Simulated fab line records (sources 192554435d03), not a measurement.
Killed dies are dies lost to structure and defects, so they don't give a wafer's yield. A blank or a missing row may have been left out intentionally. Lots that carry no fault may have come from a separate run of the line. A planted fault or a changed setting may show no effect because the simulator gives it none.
Matching of chambers | flow n5 finfet | N5_BEOL_M5_DESCUM_33 on rie diel-03 has 4 sister chambers
The step chemistry O2, time 7 s. 20 wafers are shown with their chamber, then 10 later ones without.

## WAFERS PAIRED WITH THEIR CHAMBERS
wafer  | chamber | drypump motor current A (A) | showerhead plenum p Torr (Torr) | throttle valve pct (%)
L074.3 | 1       | 6.0                         | 2.18                            | 20.64
L074.4 | 3       | 5.3                         | 2.06                            | 20.74
L074.5 | 0       | 6.6                         | 2.05                            | 20.29
L075.2 | 0       | 6.7                         | 2.05                            | 20.29
L075.3 | 2       | 5.3                         | 2.01                            | 20.51
L075.5 | 2       | 5.3                         | 2.01                            | 20.53
L076.2 | 1       | 5.9                         | 2.18                            | 20.65
L076.4 | 2       | 5.3                         | 2.01                            | 20.52
L076.6 | 1       | 5.9                         | 2.18                            | 20.66
L078.3 | 1       | 5.9                         | 2.18                            | 20.67
L078.4 | 1       | 5.9                         | 2.18                            | 20.64
L078.5 | 2       | 5.3                         | 2.01                            | 20.52
L081.2 | 3       | 5.4                         | 2.05                            | 20.38
L081.3 | 1       | 5.9                         | 2.17                            | 20.68
L081.4 | 0       | 6.7                         | 2.04                            | 20.32
L085.1 | 2       | 5.3                         | 2.01                            | 20.55
L085.4 | 1       | 5.9                         | 2.17                            | 20.67
L085.5 | 1       | 6.0                         | 2.17                            | 20.68
L087.3 | 2       | 5.3                         | 2.00                            | 20.54
L087.4 | 1       | 5.9                         | 2.17                            | 20.69

SIGNATURES (means of the wafers above)
reading                  | chamber 0 | chamber 1 | chamber 2 | chamber 3 | scatter within a chamber
drypump motor current A  | 6.667     | 5.922     | 5.300     | 5.350     | 0.0412
showerhead plenum p Torr | 2.0467    | 2.1756    | 2.0083    | 2.0550    | 0.00514
throttle valve pct       | 20.3000   | 20.6644   | 20.5283   | 20.5600   | 0.0657
Rule: for a wafer and a chamber, the distance is found by dividing, reading by reading, the gap between the wafer's reading and the chamber's mean by the reading's scatter, squaring, summing and taking the root. If the next closest chamber is less than 2 further off than the closest, the wafer can't be placed; otherwise it belongs to the closest. The scatter: take each reading less its chamber's mean, square it, sum over the shown wafers, divide by the number of wafers less the number of chambers, and take the root.

## WAFERS WITH NO CHAMBER GIVEN
wafer  | drypump motor current A (A) | showerhead plenum p Torr (Torr) | throttle valve pct (%)
L087.6 | 5.4                         | 2.05                            | 20.41
L092.3 | 5.3                         | 2.00                            | 20.57
L092.5 | 5.9                         | 2.17                            | 20.72
L092.6 | 5.3                         | 2.00                            | 20.58
L094.1 | 5.3                         | 2.04                            | 20.40
L094.5 | 5.3                         | 2.00                            | 20.56
L094.6 | 5.4                         | 2.04                            | 20.41
L097.2 | 5.3                         | 2.00                            | 20.59
L097.3 | 5.3                         | 2.04                            | 20.44
L097.5 | 5.3                         | 2.04                            | 20.44

## WHICH CHAMBER EACH ONE RAN IN
wafer  | from the rows above | in truth
L087.6 | 3                   | 3
L092.3 | 2                   | 2
L092.5 | 1                   | 1
L092.6 | 2                   | 2
L094.1 | 3                   | 3
L094.5 | 2                   | 2
L094.6 | 3                   | 3
L097.2 | 2                   | 2
L097.3 | 3                   | 3
L097.5 | 3                   | 3
Placed correctly: 10 of 10. Number that these rows cannot place: 0. Wrongly placed: 0.
